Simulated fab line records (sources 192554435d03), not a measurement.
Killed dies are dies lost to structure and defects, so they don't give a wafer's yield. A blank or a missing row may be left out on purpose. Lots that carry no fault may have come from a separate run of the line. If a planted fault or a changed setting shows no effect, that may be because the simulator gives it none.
fab line records	flow n5_finfet
record: lots: 7	wafers: 21
route steps=1938 shown BEOL_M13@1659 BEOL_M14@1723 MIM_BOT@1833 TV_OPEN@1890 PAD_METAL@1896
start_h: hours from the record's first day to the start of the lot's first wafer shown	wait_h: hours from the lot's prior step to this one	" as in the row above	L1.1+2: several wafers, shown together as one row	- no value, or no start was given	* or withheld: withheld	< > ~ a bound
route shown NAME@n: names a module that has steps shown in the file, with the first one's number in the route	usual: mean/standard deviation taken from wafers without a fault	same: alike in all rows	chamber/n: place in a boat	sites: per-site readings	_std_site: the standard deviation of these	_edge_site: the outer-site mean with the inner-site mean subtracted	radius_mm: for every site, how far away it sits from the centre of the wafer	mask NAME#n: copy n	behind: the most recent tool/chamber to have shaped the wafer	hold: cause of the lot's hold/its duration in hours/its outcome	device: which transistor (n, p or np) failed to switch	end of line: the route-end tests of the same wafers	a step without rows: its recipe alone	killed: dies lost to structure and defects at the first sort, not the wafer's yield	map: the dies of a wafer, with x for killed, . for not killed, _ for no die there
set.NAME: the setting that was run; set.NAME@STEP: the one run at that earlier step	model.NAME: the simulator's own value behind a step, which no gauge read
lots whose settings were changed on purpose; a table a step, a row a wafer
== steps ==
step: N5_BEOL_M13_ILD_DEP_00
recipe: material: SiOC	target_thk_a: 8379.2	temp_c: 350	precursor: DEMS/O2	pressure_torr: 5	rf_w: 500	time_s: 166.4
lot.wafer	tool	chamber	start_h	wait_h	set.time_s	model.SiOC_of_BEOL_M13_ILD_DEP_00.thk_nm
L079.3	pecvd-04	1	269.43	0.0	166.4	840.6
L079.4	"	2	"	"	166.4	844.6
L079.6	"	0	"	"	166.4	835.8
L081.1	pecvd-04	1	290.09	0.0	166.4	851.6
L081.2	"	2	"	"	166.4	837.6
L081.4	"	1	"	"	191.3	994.6
L088.1	pecvd-02	1	321.17	0.0	166.4	816
L088.3	"	2	"	"	166.4	806
L088.4	"	2	"	"	186.1	931.8
L091.2	pecvd-04	0	354.59	0.0	144.5	708
L091.3	"	2	"	"	166.4	820
L091.5	"	0	"	"	144.5	723.4
L094.3	pecvd-01	1	366.75	0.0	173.1	866.2
L094.4	"	0	"	"	173.1	888
L094.6	"	1	"	"	173.1	876.6
L096.3	pecvd-02	0	369.81	0.0	166.4	826.4
L096.4	"	1	"	"	166.4	833.6
L096.6	"	0	"	"	166.4	834.8
L095.2	pecvd-01	1	387.53	0.0	166.4	829.4
L095.3	"	2	"	"	159	794.2
L095.6	"	0	"	"	166.4	843.2
step: N5_BEOL_M13_THK_MEAS_01
recipe: reads: SiOC_of_BEOL_M13_ILD_DEP_00
usual: M13_ILD_THK: 836/13
lot.wafer	tool	chamber	start_h	wait_h	set.time_s@BEOL_M13_ILD_DEP_00	M13_ILD_THK[nm]
L079.3	film_metro-02	-	269.58	0.1	166.4	841
L079.4	"	-	"	"	166.4	844
L079.6	"	-	"	"	166.4	836
L081.1	film_metro-01	-	290.30	0.2	166.4	853
L081.2	"	-	"	"	166.4	838
L081.4	"	-	"	"	191.3	994
L088.1	film_metro-02	-	321.32	0.1	166.4	816
L088.3	"	-	"	"	166.4	806
L088.4	"	-	"	"	186.1	932
L091.2	film_metro-01	-	354.74	0.1	144.5	707
L091.3	"	-	"	"	166.4	820
L091.5	"	-	"	"	144.5	723
L094.3	film_metro-01	-	366.90	0.1	173.1	866
L094.4	"	-	"	"	173.1	889
L094.6	"	-	"	"	173.1	877
L096.3	film_metro-02	-	369.96	0.1	166.4	827
L096.4	"	-	"	"	166.4	833
L096.6	"	-	"	"	166.4	835
L095.2	film_metro-02	-	387.68	0.1	166.4	830
L095.3	"	-	"	"	159	794
L095.6	"	-	"	"	166.4	843
step: N5_BEOL_M13_COAT_58
recipe: resist: BARC	temp_c: 205	time_s: 60	spin_rpm: 1500	resist_thk_nm: 89
step: N5_BEOL_M13_COAT_04
recipe: spin_rpm: 1625	resist_thk_nm: 400
step: N5_BEOL_M13_DESCUM_15
recipe: chemistry: O2	time_s: 7.9	source_power_w: 50	bias_power_w: 20	pressure_mtorr: 20	rf_frequency_hz: 2.712e+07	temp_c: 40	o2_flow_sccm: 225
step: N5_BEOL_M13_ETCH_59
recipe: chemistry: N2/H2	target: BARC	target_depth_a: 890	overetch_a: 267	time_s: 67.9	ion_energy_ev: 200	pressure_mtorr: 30	source_w: 840	bias_w: 150	n2_flow_sccm: 200	h2_flow_sccm: 200
step: N5_BEOL_M13_VIA_ETCH_16
recipe: chemistry: C4F8/O2/Ar	target: SiOC	pressure_mtorr: 30	source_w: 3000	bias_w: 700	Ar_flow_sccm: 400	C4F8_flow_sccm: 15	O2_flow_sccm: 8	he_inner_torr: 15	he_outer_torr: 30	target_depth_a: 9217	time_s: withheld	ion_energy_ev: 250	ends: cleared
lot.wafer	tool	chamber	start_h	wait_h	set.time_s@BEOL_M13_ILD_DEP_00	model.etch.depth_nm	model.coat_of_BEOL_M13_COAT_04.thk_nm
L079.3	rie_diel-03	1	270.30	0.0	*	840.6	70.4
L079.4	"	3	"	"	*	844.6	72.2
L079.6	"	2	"	"	*	835.9	69.2
L081.1	rie_diel-02	0	290.90	0.0	*	851.6	66
L081.2	"	2	"	"	*	837.6	72.2
L081.4	"	3	"	"	*	994.7	23.2
L088.1	rie_diel-02	1	321.93	0.0	*	815.9	79
L088.3	"	3	"	"	*	806.1	78.2
L088.4	"	3	"	"	*	931.8	44.2
L091.2	rie_diel-01	1	355.34	0.0	*	707.9	106.4
L091.3	"	0	"	"	*	819.9	74.6
L091.5	"	2	"	"	*	723.4	104.6
L094.3	rie_diel-01	1	367.59	0.0	*	866.2	62.6
L094.4	"	2	"	"	*	888	58.6
L094.6	"	2	"	"	*	876.5	61.8
L096.3	rie_diel-01	1	371.26	0.0	*	826.5	74.8
L096.4	"	2	"	"	*	833.5	73.6
L096.6	"	1	"	"	*	834.9	71.8
L095.2	rie_diel-01	0	388.28	0.0	*	829.4	73
L095.3	"	2	"	"	*	794.1	84.2
L095.6	"	0	"	"	*	843.2	69.6
step: N5_BEOL_M13_STRIP_63
recipe: chemistry: N2/H2	power_w: 1000	temp_c: 250	h2_frac: 0.65	overash_fraction: 0.3	pressure_mtorr: 1000	n2_flow_sccm: 1750	h2_flow_sccm: 3250
usual: oes_product_au: 0.674/0.0049	strip_time_to_endpoint_s: 27.9/1.3
lot.wafer	tool	chamber	start_h	wait_h	set.time_s@BEOL_M13_ILD_DEP_00	oes_product_au	strip_time_to_endpoint_s
L079.3	plasma_asher-01	1	270.56	-	166.4	0.671	27.8
L079.4	"	0	"	"	166.4	0.674	28.3
L079.6	"	0	"	"	166.4	0.673	27.4
L081.1	plasma_asher-01	1	291.15	-	166.4	0.674	26.5
L081.2	"	0	"	"	166.4	0.669	28.3
L081.4	"	0	"	"	191.3	0.605	12.6
L088.1	plasma_asher-02	0	322.17	-	166.4	0.677	30.3
L088.3	"	1	"	"	166.4	0.681	30.1
L088.4	"	0	"	"	186.1	0.657	19.8
L091.2	plasma_asher-02	0	355.58	-	144.5	0.683	38.0
L091.3	"	0	"	"	166.4	0.678	29.0
L091.5	"	1	"	"	144.5	0.683	37.5
L094.3	plasma_asher-02	1	367.85	-	173.1	0.669	25.4
L094.4	"	0	"	"	173.1	0.668	24.2
L094.6	"	0	"	"	173.1	0.675	25.3
L096.3	plasma_asher-01	1	371.52	-	166.4	0.676	29.1
L096.4	"	0	"	"	166.4	0.670	28.7
L096.6	"	1	"	"	166.4	0.675	28.2
L095.2	plasma_asher-02	1	388.52	-	166.4	0.676	28.6
L095.3	"	1	"	"	159	0.679	31.8
L095.6	"	0	"	"	166.4	0.674	27.5
step: N5_BEOL_M14_PEB_08
recipe: peb_temp_c: 130	peb_time_s: 90
lot.wafer	tool	chamber	start_h	wait_h	set.peb_temp_c
L079.3	litho_track-04	0	275.09	0.0	130
L079.4+6	"	0	"	"	131.1
L081.1+4	litho_track-04	0	295.78	0.1	133.4
L081.2	"	0	"	"	130
L088.1	litho_track-03	0	326.98	0.1	130
L088.3+4	"	0	"	"	126.5
L091.2+3	litho_track-03	0	362.40	0.0	130
L091.5	"	0	"	"	131.4
L094.3+6	litho_track-03	0	372.80	0.0	127.3
L094.4	"	0	"	"	130
L096.3+4+6	litho_track-04	0	375.85	0.0	130
L095.2+3+6	litho_track-02	0	392.61	0.0	130
step: N5_BEOL_M14_DEVELOP_09
recipe: develop_time_s: 45	rinse_liquid: diw	dry: air_spin	dev_temp_c: 21
step: N5_BEOL_M14_HARDBAKE_14
recipe: temp_c: 130	time_s: 120
step: N5_BEOL_M14_CD_MEAS_10
recipe: target_cd_nm: 250	landing_energy_ev: 500	detector: se_inlens	polarity: opening
usual: cd_nm: 250.2/2.5
lot.wafer	tool	chamber	start_h	wait_h	set.peb_temp_c@BEOL_M14_PEB_08	cd_nm
L079.3	cd_sem-01	0	275.20	-	130	250.3
L079.4	"	0	"	"	131.1	251.8
L079.6	"	0	"	"	131.1	258.0
L081.1	cd_sem-01	0	295.89	-	133.4	263.3
L081.2	"	0	"	"	130	245.0
L081.4	"	0	"	"	133.4	268.4
L088.1	cd_sem-02	0	327.09	-	130	245.4
L088.3	"	0	"	"	126.5	225.9
L088.4	"	0	"	"	126.5	228.2
L091.2	cd_sem-02	0	362.51	-	130	249.8
L091.3	"	0	"	"	130	250.9
L091.5	"	0	"	"	131.4	255.3
L094.3	cd_sem-03	0	372.92	-	127.3	231.9
L094.4	"	0	"	"	130	248.1
L094.6	"	0	"	"	127.3	233.1
L096.3	cd_sem-03	0	375.96	-	130	251.2
L096.4	"	0	"	"	130	248.5
L096.6	"	0	"	"	130	248.0
L095.2	cd_sem-03	0	392.73	-	130	254.2
L095.3	"	0	"	"	130	249.9
L095.6	"	0	"	"	130	252.6
step: N5_BEOL_M14_STRIP_71
recipe: chemistry: post_etch_residue_remover	time_s: 60	temp_c: 25	remover_ph: withheld	remover_water_wt_pct: withheld	remover_fluoride_wt_pct: withheld
step: N5_BEOL_M14_SRD_72
recipe: time_s: 30	temp_c: 23	rinse_liquid: diw	dry: n2_spin	spin_rpm: 1500	dry_time_s: 30
step: N5_BEOL_M14_CD_MEAS_17
recipe: target_cd_nm: 250	polarity: opening
usual: cd_nm: 251/3.1
lot.wafer	tool	chamber	start_h	wait_h	set.peb_temp_c@BEOL_M14_PEB_08	cd_nm
L079.3	cd_sem-02	-	275.73	0.0	130	252
L079.4	"	-	"	"	131.1	255
L079.6	"	-	"	"	131.1	261
L081.1	cd_sem-03	-	296.82	0.0	133.4	268
L081.2	"	-	"	"	130	246
L081.4	"	-	"	"	133.4	269
L088.1	cd_sem-02	-	327.62	0.0	130	246
L088.3	"	-	"	"	126.5	226
L088.4	"	-	"	"	126.5	228
L091.2	cd_sem-03	-	363.04	0.0	130	249
L091.3	"	-	"	"	130	251
L091.5	"	-	"	"	131.4	255
L094.3	cd_sem-03	-	373.44	0.0	127.3	231
L094.4	"	-	"	"	130	246
L094.6	"	-	"	"	127.3	233
L096.3	cd_sem-01	-	376.59	0.0	130	252
L096.4	"	-	"	"	130	250
L096.6	"	-	"	"	130	250
L095.2	cd_sem-01	-	393.61	0.0	130	252
L095.3	"	-	"	"	130	248
L095.6	"	-	"	"	130	254
step: N5_BEOL_M14_SPUTTER_43
recipe: material: TaN	target_thk_a: 150	temp_c: 50	bias_v: 168.6	power_w: 15000	chamber_pressure_pa: 0.12	time_s: 24.19
lot.wafer	tool	chamber	start_h	wait_h	set.power_w	model.TaN_of_BEOL_M14_SPUTTER_43.thk_nm
L079.3	pvd_sputter-01	-	279.02	0.0	15000	15
L079.4+6	"	-	"	"	13340	13.2
L081.1	pvd_sputter-03	-	299.84	0.0	12980	13
L081.2	"	-	"	"	15000	14.8
L081.4	"	-	"	"	12980	12.8
L088.1	pvd_sputter-01	-	329.39	0.0	14280	14.4
L088.3	"	-	"	"	15000	15.2
L088.4	"	-	"	"	15000	15.4
L091.2	pvd_sputter-03	-	366.64	0.0	13330	13.2
L091.3	"	-	"	"	15000	15.2
L091.5	"	-	"	"	13330	13.4
L094.3	pvd_sputter-01	-	376.75	0.0	12980	13
L094.4	"	-	"	"	15000	14.6
L094.6	"	-	"	"	15000	15.2
L096.3+6	pvd_sputter-02	-	384.39	0.0	15000	15.2
L096.4	"	-	"	"	15000	15
L095.2	pvd_sputter-02	-	399.28	0.0	15000	15.2
L095.3	"	-	"	"	15000	15
L095.6	"	-	"	"	15980	16
step: N5_BEOL_M14_SPUTTER_44
recipe: material: Ta	target_thk_a: 150	temp_c: 50	bias_v: 80	power_w: 15000	chamber_pressure_pa: 0.07	time_s: 24.19
lot.wafer	tool	chamber	start_h	wait_h	set.time_s	model.Ta_of_BEOL_M14_SPUTTER_44.thk_nm
L079.3+4	pvd_sputter-01	-	279.10	0.0	27.08	16.8
L079.6	"	-	"	"	24.19	15
L081.1	pvd_sputter-03	-	299.92	0.0	20.92	13.4
L081.2	"	-	"	"	24.19	15
L081.4	"	-	"	"	24.19	15.4
L088.1+3+4	pvd_sputter-01	-	329.47	0.0	24.19	15
L091.2+3	pvd_sputter-03	-	366.72	0.0	26.05	16
L091.5	"	-	"	"	24.19	15.2
L094.3+6	pvd_sputter-01	-	376.83	0.0	24.19	15
L094.4	"	-	"	"	24.19	15.2
L096.3+6	pvd_sputter-02	-	384.47	0.0	24.19	15
L096.4	"	-	"	"	24.19	15.2
L095.2	pvd_sputter-02	-	399.36	0.0	24.19	15.2
L095.3+6	"	-	"	"	22.35	14.2
step: N5_MIM_BOT_SPUTTER_00
recipe: material: TiN	target_thk_a: 350	temp_c: 200	power_w: 3000	chamber_pressure_pa: 0.49996	gas: Ar	reactive_partial_pa: 0.37997	time_s: 89.7
lot.wafer	tool	chamber	start_h	wait_h	set.time_s	model.TiN_of_MIM_BOT_SPUTTER_00.thk_nm
L079.3	pvd_sputter-02	-	288.41	0.0	94.72	37.6
L079.4+6	"	-	"	"	94.72	37.4
L081.1	pvd_sputter-01	-	311.89	0.0	89.7	35.4
L081.2	"	-	"	"	94.81	37.6
L081.4	"	-	"	"	94.81	37.4
L088.1	pvd_sputter-03	-	339.39	0.0	101.6	39.4
L088.3	"	-	"	"	101.6	39.6
L088.4	"	-	"	"	89.7	35
L091.2+5	pvd_sputter-01	-	376.45	0.0	89.7	35.6
L091.3	"	-	"	"	97.39	38.4
L094.3+4	pvd_sputter-03	-	387.13	0.0	77.67	30.8
L094.6	"	-	"	"	89.7	35.6
L096.3+4	pvd_sputter-01	-	393.62	0.0	89.7	35.8
L096.6	"	-	"	"	89.7	35.4
L095.2	pvd_sputter-02	-	408.19	0.0	89.7	34.4
L095.3	"	-	"	"	89.7	34.6
L095.6	"	-	"	"	96.25	37
step: N5_PASSIVATION_ETCH_15
recipe: chemistry: CF4/N2	target: SiCN	target_depth_a: 750	taper_deg: 2	time_s: 81.2	ion_energy_ev: 150	mask_material: SiNx	pressure_mtorr: 40	source_w: 430	bias_w: 70	Ar_flow_sccm: 100	cf4_flow_sccm: 60	n2_flow_sccm: 60
usual: rf_vpp_V: 381.8/2.1
lot.wafer	tool	chamber	start_h	wait_h	set.bias_w	rf_vpp_V
L079.3	rie_diel-03	0	-	-	79.25	414.9
L079.4	"	1	"	"	70	382.2
L079.6	"	0	"	"	79.25	416.3
L081.1	rie_diel-03	3	-	-	70	379.8
L081.2	"	1	"	"	70	382.6
L081.4	"	0	"	"	70	383.5
L088.1	rie_diel-01	0	-	-	70	380.9
L088.3	"	3	"	"	74.75	395.4
L088.4	"	1	"	"	74.75	395.1
L091.2	rie_diel-02	3	-	-	80.28	417.4
L091.3	"	0	"	"	80.28	418.1
L091.5	"	3	"	"	80.28	416.8
L094.3	rie_diel-03	0	-	-	70	384.3
L094.4	"	1	"	"	70	380.3
L094.6	"	0	"	"	70	383.0
L096.3	rie_diel-03	0	-	-	70	383.3
L096.4	"	2	"	"	70	380.9
L096.6	"	2	"	"	70	382.4
L095.2	rie_diel-03	0	-	-	76.64	405.7
L095.3	"	3	"	"	70	379.7
L095.6	"	1	"	"	70	379.7
step: N5_PASSIVATION_AL_DEP_21
recipe: material: Al	target_thk_a: 28000	temp_c: 400	time_s: 170	power_w: 30000	chamber_pressure_pa: 0.4	gas: Ar
lot.wafer	tool	chamber	start_h	wait_h	set.time_s	model.Al_of_PASSIVATION_AL_DEP_21.thk_nm
L079.3	pvd_sputter-02	-	293.19	0.1	170	2756
L079.4	"	-	"	"	158.1	2590
L079.6	"	-	"	"	170	2769
L081.1	pvd_sputter-01	-	319.33	0.1	170	2823
L081.2	"	-	"	"	170	2825
L081.4	"	-	"	"	151.7	2530
L088.1	pvd_sputter-01	-	344.71	0.1	170	2809
L088.3	"	-	"	"	147.5	2370
L088.4	"	-	"	"	147.5	2429
L091.2	pvd_sputter-01	-	383.19	0.1	159.5	2597
L091.3	"	-	"	"	159.5	2671
L091.5	"	-	"	"	170	2769
L094.3	pvd_sputter-01	-	394.06	0.1	181.9	2982
L094.4	"	-	"	"	181.9	2991
L094.6	"	-	"	"	170	2818
L096.3	pvd_sputter-02	-	400.18	0.1	170	2779
L096.4	"	-	"	"	170	2843
L096.6	"	-	"	"	170	2789
L095.2	pvd_sputter-03	-	413.29	0.1	170	2772
L095.3	"	-	"	"	170	2787
L095.6	"	-	"	"	170	2738
== key ==
split: step: N5_BEOL_M13_ILD_DEP_00	setting: time_s	stated: 166.4	by: wafer
response: step: N5_BEOL_M13_ILD_DEP_00	reading: model.SiOC_of_BEOL_M13_ILD_DEP_00.thk_nm	change: +9.4	per: 1%	r: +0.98
response: step: N5_BEOL_M13_THK_MEAS_01	reading: M13_ILD_THK	change: +9.38	per: 1%	r: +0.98
response: step: N5_BEOL_M13_VIA_ETCH_16	reading: model.etch.depth_nm	change: +9.4	per: 1%	r: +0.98
response: step: N5_BEOL_M13_VIA_ETCH_16	reading: model.coat_of_BEOL_M13_COAT_04.thk_nm	change: -2.8	per: 1%	r: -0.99
response: step: N5_BEOL_M13_STRIP_63	reading: oes_product_au	shape: bent	at_lowest: 0.683	at_stated: 0.675	at_highest: 0.605
response: step: N5_BEOL_M13_STRIP_63	reading: strip_time_to_endpoint_s	change: *	per: 1%	r: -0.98
split: step: N5_BEOL_M14_PEB_08	setting: peb_temp_c	stated: 130	by: wafer
response: step: N5_BEOL_M14_CD_MEAS_10	reading: cd_nm	change: +7.18	per: 1%	r: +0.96
response: step: N5_BEOL_M14_CD_MEAS_17	reading: cd_nm	change: +7.33	per: 1%	r: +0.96
split: step: N5_BEOL_M14_SPUTTER_43	setting: power_w	stated: 15000	by: wafer
response: step: N5_BEOL_M14_SPUTTER_43	reading: model.TaN_of_BEOL_M14_SPUTTER_43.thk_nm	change: +0.152	per: 1%	r: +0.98
split: step: N5_BEOL_M14_SPUTTER_44	setting: time_s	stated: 24.19	by: wafer
response: step: N5_BEOL_M14_SPUTTER_44	reading: model.Ta_of_BEOL_M14_SPUTTER_44.thk_nm	change: +0.135	per: 1%	r: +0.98
split: step: N5_MIM_BOT_SPUTTER_00	setting: time_s	stated: 89.7	by: wafer
response: step: N5_MIM_BOT_SPUTTER_00	reading: model.TiN_of_MIM_BOT_SPUTTER_00.thk_nm	change: +0.346	per: 1%	r: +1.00
split: step: N5_PASSIVATION_ETCH_15	setting: bias_w	stated: 70	by: wafer
response: step: N5_PASSIVATION_ETCH_15	reading: rf_vpp_V	change: +2.53	per: 1%	r: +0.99
split: step: N5_PASSIVATION_AL_DEP_21	setting: time_s	stated: 170	by: wafer
response: step: N5_PASSIVATION_AL_DEP_21	reading: model.Al_of_PASSIVATION_AL_DEP_21.thk_nm	change: +27.6	per: 1%	r: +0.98
